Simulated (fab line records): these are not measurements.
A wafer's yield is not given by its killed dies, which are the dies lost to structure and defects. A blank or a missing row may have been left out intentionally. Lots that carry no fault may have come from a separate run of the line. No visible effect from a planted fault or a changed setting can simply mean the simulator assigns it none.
Chamber matching | flow n5Finfet | aldSin-03 running N5_ILD0_LINER_00: 4 sister chambers
The step material SiNx, target thk 4 nm, pulse time 1 s, purge time 2 s. 4 wafers are shown with their chamber, then 8 later ones without.

WAFERS WITH THEIR CHAMBER
wafer  | chamber | heaterPowerW (W)
L082.1 | 2       | 848
L092.1 | 1       | 826
L092.3 | 3       | 804
L094.2 | 0       | 833

WAFERS WITHOUT THEIR CHAMBER
wafer  | heaterPowerW (W)
L094.4 | 855
L094.5 | 890
L096.2 | 819
L096.3 | 855
L096.6 | 811
L097.1 | 847
L097.5 | 849
L097.6 | 803

CHAMBER TAKEN BY EACH
wafer  | from the rows above               | in truth
L094.4 | can't be placed: 2 or 0 or 1      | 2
L094.5 | can't be placed: 2 or 0 or 1      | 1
L096.2 | can't be placed: 1 or 0 or 3 or 2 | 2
L096.3 | can't be placed: 2 or 0 or 1      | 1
L096.6 | can't be placed: 3 or 1 or 0 or 2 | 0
L097.1 | can't be placed: 2 or 0 or 1      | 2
L097.5 | can't be placed: 2 or 0 or 1      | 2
L097.6 | can't be placed: 3 or 1 or 0      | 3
Placed correctly: 0 of 8. From these rows, 8 cannot be placed; in 8 the true chamber is one of the candidates. Wrongly placed: 0.
How it was worked out, from the rows above alone: a wafer's distance from a chamber is the root of the sum, over the readings, of the square of ((its reading less the chamber's mean) divided by the reading's scatter). If the next closest chamber is less than 2 further off than the closest, the wafer can't be placed; otherwise it belongs to the closest. For every chamber, the mean is computed from those of its wafers that are shown. The scatter: with one shown wafer a chamber, the root of the mean of the squares of how far each hidden wafer lies from its nearest shown one.
